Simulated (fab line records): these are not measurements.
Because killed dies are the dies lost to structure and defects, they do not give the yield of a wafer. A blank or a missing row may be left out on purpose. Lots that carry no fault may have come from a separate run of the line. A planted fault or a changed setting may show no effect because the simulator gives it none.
Struck lot and sound lot, side by side :: flow n5_finfet :: 16 steps out of a route of 1938
Sound: the wafers L470.2, L470.4, L470.6. Struck: wafer L474.1. (L474.6 of the same lot was not struck and is left out.) The cause comes at the end.
At each step with rows: each side's tool, then ch and its chambers, then its first start. Under that, the readings that differ: sound wafers :: struck wafers :: difference of the means :: sigmas: that difference in standard deviations of wafers without a fault.
alike: words and numbers the same on both sides, and readings whose means are apart by under 2 such deviations; not compared: readings that were withheld, readings missing a value for some wafer, numbers with overlapping values and no deviation given by the record, and bounds like >300 which may hide the same value.
A row with sigmas, a row that says differs or no value, or rows on one side alone: a step with any of these is where the two part. Non-overlapping numbers with no deviation appear without sigmas and do not part them. A reading missing from all wafers of one side parts the sides only when that side holds two or more wafers.

first, 7 steps without rows for these wafers: N5_BEOL_M3_COAT_76 (time 60 s, resist thk 5 nm); N5_BEOL_M3_COAT_22 (resist thk 30 nm); N5_BEOL_M3_EBR_24; N5_BEOL_M3_SOFTBAKE_23 (time 60 s); N5_BEOL_M3_EXPOSE_25 (exposes mask V2, defocus 5 nm); N5_BEOL_M3_PEB_26 (peb time 60 s); N5_BEOL_M3_DEVELOP_27 (develop time 30 s).
N5_BEOL_M3_CD_MEAS_28: target cd 25.7 nm, target cd y 23.3 nm.
  sound on cd_sem-03 ch 0, day 8 16:26; struck on cd_sem-03 ch 0, day 9 22:59
  alike: cd_nm
N5_BEOL_M3_OVL_MEAS_29:
  sound on overlay-01 ch 0, day 8 16:28; struck on overlay-02 ch 0, day 9 23:01
  alike: V2_OVL
N5_BEOL_M3_INSPECT_30: inspects for defects (brightfield).
  sound on defect_inspect-02 at day 8 16:31; struck on defect_inspect-01 at day 9 23:04
  alike: raw_defect_count
N5_BEOL_M3_DESCUM_33: chemistry O2, time 7 s.
  sound on rie_diel-04 ch 0,2,3, day 8 16:33; struck on rie_diel-04 ch 1, day 9 23:07
  alike: drypump_motor_current_A, oes_product_au, rf_vpp_V, showerhead_plenum_p_Torr, throttle_valve_pct
  not compared: rf_hours_counter_h
N5_BEOL_M3_ETCH_77: etches underlayer in N2/H2, target depth 6.5 nm, time 5.2 s.
  sound on rie_diel-04 ch 0,2,3, day 8 16:35; struck on rie_diel-04 ch 1, day 9 23:08
reading: throttle_valve_pct (%)
sound: 17.84 17.88 17.53
struck: 18.52
difference: +0.77
sigmas: +3
  alike: drypump_motor_current_A, etch_rf_on_time_s, oes_product_au, rf_vpp_V, showerhead_plenum_p_Torr
  not compared: rf_hours_counter_h
N5_BEOL_M3_ETCH_69: etches SiARC in CF4, target depth 15.6 nm, time 26 s.
  sound on rie_diel-04 ch 0,2,3, day 8 16:36; struck on rie_diel-04 ch 1, day 9 23:10
reading: etch_rf_on_time_s (s)
sound: 26.6 26.2 27.1
struck: 18.6
difference: -8.0
sigmas: -14
  alike: cf4_flow_sccm, drypump_motor_current_A, oes_product_au, rf_vpp_V, showerhead_plenum_p_Torr, throttle_valve_pct
  not compared: rf_hours_counter_h
N5_BEOL_M3_ALD_98: deposits SiO2, target thk 2.5 nm, pulse time 1 s, co reactant pulse time 1 s.
  sound on ald_sin-04 ch 0,3, day 8 16:57; struck on ald_sin-04 ch 0, day 9 23:28
  alike: heater_power_w, precursor_pulse_height_rel
N5_BEOL_M4_RC_MEAS_101:
  sound on prober-02 ch 0, day 9 11:20; struck on prober-01 ch 0, day 10 22:18
reading: SS_N (mV/dec)
sound: 71.0 69.5 71.3
struck: 72.2
difference: +1.6
sigmas: +3
  alike: DIBL_N, DIBL_P, IOFF_N, IOFF_P, ION_N, ION_P, SS_P, VT_N, VT_P
following that, these wafers have no rows for 1 step: N5_PASSIVATION_PROBE_49.

## WHERE THEY PART
Last at N5_BEOL_M4_RC_MEAS_101 as far as this record goes, first at N5_BEOL_M3_ETCH_77.

WHY: the cause the simulator had injected
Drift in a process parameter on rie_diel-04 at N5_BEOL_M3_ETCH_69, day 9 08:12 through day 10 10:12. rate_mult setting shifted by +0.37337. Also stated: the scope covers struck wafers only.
